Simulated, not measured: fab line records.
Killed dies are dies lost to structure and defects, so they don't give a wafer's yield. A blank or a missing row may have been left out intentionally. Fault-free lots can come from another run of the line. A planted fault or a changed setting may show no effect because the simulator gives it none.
Split-lot study -- flow n5Finfet -- 39 wafers read across 7 lots, on a route 1938 steps long

## ABOUT THE SPLIT
At N5_DUMMY_GATE_ETCH_42 (etches SiO2 in CHF3/O2, target depth 3.5 nm, time 31 s), the setting biasW was moved away from the recipe's 12 W on 12 of the 39 wafers read, by -14.7% to +16.8%. For the rest of the wafers, this setting stayed at what the recipe calls for.

The split's own step is where the reading is taken.

## THE READING
rfVppV, in V, at N5_DUMMY_GATE_ETCH_42 (etches SiO2 in CHF3/O2, target depth 3.5 nm, time 31 s). A value of 42.3 V with a standard deviation of 1 V is what fault-free wafers of this fab line usually give.

wafer,"tool, chamber at the split","biasW as run, W",against the recipe,"rfVppV, V",against lot-mates on the recipe
L074.1,"rieDiel-05, 3",12,recipe,41.2,-
L074.2,"rieDiel-05, 1",11.08,-7.7%,38.5,-3.6
L074.3,"rieDiel-05, 2",11.08,-7.7%,40.2,-1.9
L074.4,"rieDiel-05, 1",11.08,-7.7%,40.0,-2.1
L074.5,"rieDiel-05, 2",12,recipe,41.9,-
L074.6,"rieDiel-05, 3",12,recipe,43.3,-
L079.1,"rieDiel-05, 3",10.24,-14.7%,37.2,-6.2
L079.2,"rieDiel-05, 0",12,recipe,44.9,-
L079.3,"rieDiel-05, 2",10.24,-14.7%,37.9,-5.5
L079.4,"rieDiel-05, 1",12,recipe,42.3,-
L079.5,"rieDiel-05, 3",10.24,-14.7%,37.4,-6.0
L079.6,"rieDiel-05, 0",12,recipe,43.0,-
L080.1,"rieDiel-02, 0",12,recipe,42.8,-
L080.2,"rieDiel-02, 1",14.02,+16.8%,47.1,+5.2
L080.3,"rieDiel-02, 2",14.02,+16.8%,47.0,+5.1
L080.4,"rieDiel-02, 3",12,recipe,40.9,-
L080.5,"rieDiel-02, 2",12,recipe,42.1,-
L080.6,"rieDiel-02, 1",14.02,+16.8%,48.6,+6.7
L081.3,"rieDiel-02, 2",12,recipe,42.3,-
L081.5,"rieDiel-02, 2",12,recipe,42.1,-
L081.6,"rieDiel-02, 1",12,recipe,42.7,-
L082.1,"rieDiel-02, 2",12,recipe,42.3,-
L082.2,"rieDiel-02, 0",12.9,+7.5%,44.6,+2.9
L082.3,"rieDiel-02, 3",12.9,+7.5%,43.8,+2.1
L082.4,"rieDiel-02, 1",12,recipe,41.4,-
L082.5,"rieDiel-02, 2",12.9,+7.5%,44.9,+3.2
L082.6,"rieDiel-02, 1",12,recipe,41.4,-
L088.1,"rieDiel-05, 0",12,recipe,44.9,-
L088.2,"rieDiel-05, 2",12,recipe,40.8,-
L088.3,"rieDiel-05, 1",12,recipe,40.9,-
L088.4,"rieDiel-05, 3",12,recipe,42.2,-
L088.5,"rieDiel-05, 3",12,recipe,41.3,-
L088.6,"rieDiel-05, 0",12,recipe,43.4,-
L093.1,"rieDiel-02, 2",12,recipe,43.0,-
L093.2,"rieDiel-02, 0",12,recipe,43.5,-
L093.3,"rieDiel-02, 1",12,recipe,42.8,-
L093.4,"rieDiel-02, 1",12,recipe,43.3,-
L093.5,"rieDiel-02, 2",12,recipe,42.3,-
L093.6,"rieDiel-02, 0",12,recipe,42.5,-

FIT RESULTS
A straight line over all 39 wafers: rfVppV changes by +0.319 V for each +1% of biasW; r = +0.92; the points scatter about the line by 0.97 V.
The same after taking each lot's own level away (the mean of its wafers on the recipe; 39 wafers): +0.361 V for each +1%; r = +0.95; scatter 0.88 V.
That fit puts the effect of the largest move of biasW on the reading at 6.1 V.
The span of the lots' own levels, 41.70 to 43.40 V, comes to 1.7 times the standard deviation stated above.
Thus the slope moves with the lot-to-lot level: the two fits are different.
Check: +6.2 V against its lot-mates is what the line predicts for one of the wafers moved furthest among these (+16.8%) when that wafer is left out of the fit. It came out at +5.17 V against them.
Tool readings at the split's step, against how far the setting was moved: rfVppV r = +0.92.

## OTHER SPLITS ON THESE WAFERS
Before the reading, these wafers also passed through other splits. Each is held against what the fit with the lots' levels taken away leaves over:
other split on the same wafers,wafers away from the commonest value,r with rfVppV (lot level and that fit taken away)
N5_FIN_SAQP_MANDREL_ETCH_22 targetDepthA,18,+0.02
N5_DUMMY_GATE_ETCH_37 sourceW,15,-0.01

## THE FILE'S OWN FIT
rfVppV changes by +0.361 V for each +1% of biasW, r = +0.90.
